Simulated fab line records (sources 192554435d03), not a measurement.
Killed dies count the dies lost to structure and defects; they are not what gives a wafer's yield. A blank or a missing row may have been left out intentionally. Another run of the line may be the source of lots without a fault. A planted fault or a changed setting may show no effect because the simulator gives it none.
Matching of chambers :: flow n5Finfet :: 4 sister chambers for N5_BEOL_M1_DESCUM_16 on rieDiel-03
The step chemistry O2, time 7 s. 14 wafers are shown with their chamber, then 7 later ones without.

WAFERS, EACH WITH ITS CHAMBER
wafer: L075.1
chamber: 2
showerheadPlenumPTorr (Torr): 2.13
drypumpMotorCurrentA (A): 6.0
throttleValvePct (%): 20.70

wafer: L075.4
chamber: 0
showerheadPlenumPTorr (Torr): 2.03
drypumpMotorCurrentA (A): 5.9
throttleValvePct (%): 20.80

wafer: L075.6
chamber: 1
showerheadPlenumPTorr (Torr): 2.10
drypumpMotorCurrentA (A): 5.4
throttleValvePct (%): 20.89

wafer: L076.1
chamber: 1
showerheadPlenumPTorr (Torr): 2.10
drypumpMotorCurrentA (A): 5.3
throttleValvePct (%): 20.87

wafer: L076.2
chamber: 2
showerheadPlenumPTorr (Torr): 2.13
drypumpMotorCurrentA (A): 5.9
throttleValvePct (%): 20.70

wafer: L076.3
chamber: 3
showerheadPlenumPTorr (Torr): 2.19
drypumpMotorCurrentA (A): 4.8
throttleValvePct (%): 20.47

wafer: L076.4
chamber: 3
showerheadPlenumPTorr (Torr): 2.19
drypumpMotorCurrentA (A): 4.8
throttleValvePct (%): 20.49

wafer: L076.5
chamber: 2
showerheadPlenumPTorr (Torr): 2.13
drypumpMotorCurrentA (A): 5.9
throttleValvePct (%): 20.69

wafer: L076.6
chamber: 1
showerheadPlenumPTorr (Torr): 2.10
drypumpMotorCurrentA (A): 5.3
throttleValvePct (%): 20.87

wafer: L084.1
chamber: 0
showerheadPlenumPTorr (Torr): 2.03
drypumpMotorCurrentA (A): 5.9
throttleValvePct (%): 20.27

wafer: L084.2
chamber: 1
showerheadPlenumPTorr (Torr): 2.09
drypumpMotorCurrentA (A): 5.3
throttleValvePct (%): 20.92

wafer: L084.5
chamber: 1
showerheadPlenumPTorr (Torr): 2.09
drypumpMotorCurrentA (A): 5.3
throttleValvePct (%): 20.92

wafer: L085.2
chamber: 1
showerheadPlenumPTorr (Torr): 2.09
drypumpMotorCurrentA (A): 5.4
throttleValvePct (%): 20.90

wafer: L085.4
chamber: 0
showerheadPlenumPTorr (Torr): 2.03
drypumpMotorCurrentA (A): 5.9
throttleValvePct (%): 20.28

SIGNATURES (means of the wafers above)
reading: showerheadPlenumPTorr
chamber 0: 2.0300
chamber 1: 2.0950
chamber 2: 2.1300
chamber 3: 2.1900
scatter within a chamber: 0.00387

reading: drypumpMotorCurrentA
chamber 0: 5.900
chamber 1: 5.333
chamber 2: 5.933
chamber 3: 4.800
scatter within a chamber: 0.0447

reading: throttleValvePct
chamber 0: 20.4500
chamber 1: 20.8950
chamber 2: 20.6967
chamber 3: 20.4800
scatter within a chamber: 0.137
Rule: distance of a wafer from a chamber = root of the sum over the readings of ((wafer's reading minus chamber's mean) / reading's scatter) squared. The wafer belongs to the nearest chamber; if the next one is less than 2 further off, it can't be placed. The scatter is the square root of a quotient: the sum, over the shown wafers, of each reading's squared deviation from its chamber's mean, divided by wafers minus chambers.

WAFERS WITHOUT THEIR CHAMBER
wafer: L085.6
showerheadPlenumPTorr (Torr): 2.09
drypumpMotorCurrentA (A): 5.4
throttleValvePct (%): 20.92

wafer: L089.1
showerheadPlenumPTorr (Torr): 2.17
drypumpMotorCurrentA (A): 4.8
throttleValvePct (%): 20.52

wafer: L089.3
showerheadPlenumPTorr (Torr): 2.12
drypumpMotorCurrentA (A): 6.0
throttleValvePct (%): 20.27

wafer: L089.6
showerheadPlenumPTorr (Torr): 2.03
drypumpMotorCurrentA (A): 5.9
throttleValvePct (%): 20.30

wafer: L094.2
showerheadPlenumPTorr (Torr): 2.12
drypumpMotorCurrentA (A): 6.0
throttleValvePct (%): 20.29

wafer: L094.4
showerheadPlenumPTorr (Torr): 2.02
drypumpMotorCurrentA (A): 5.9
throttleValvePct (%): 20.30

wafer: L094.5
showerheadPlenumPTorr (Torr): 2.12
drypumpMotorCurrentA (A): 6.0
throttleValvePct (%): 20.29

EACH ONE'S CHAMBER
wafer: L085.6
from the rows above: 1
in truth: 1

wafer: L089.1
from the rows above: 3
in truth: 3

wafer: L089.3
from the rows above: 2
in truth: 2

wafer: L089.6
from the rows above: 0
in truth: 0

wafer: L094.2
from the rows above: 2
in truth: 2

wafer: L094.4
from the rows above: 0
in truth: 0

wafer: L094.5
from the rows above: 2
in truth: 2
7 of 7 placed correctly. From these rows, 0 cannot be placed. Placed wrongly: 0.
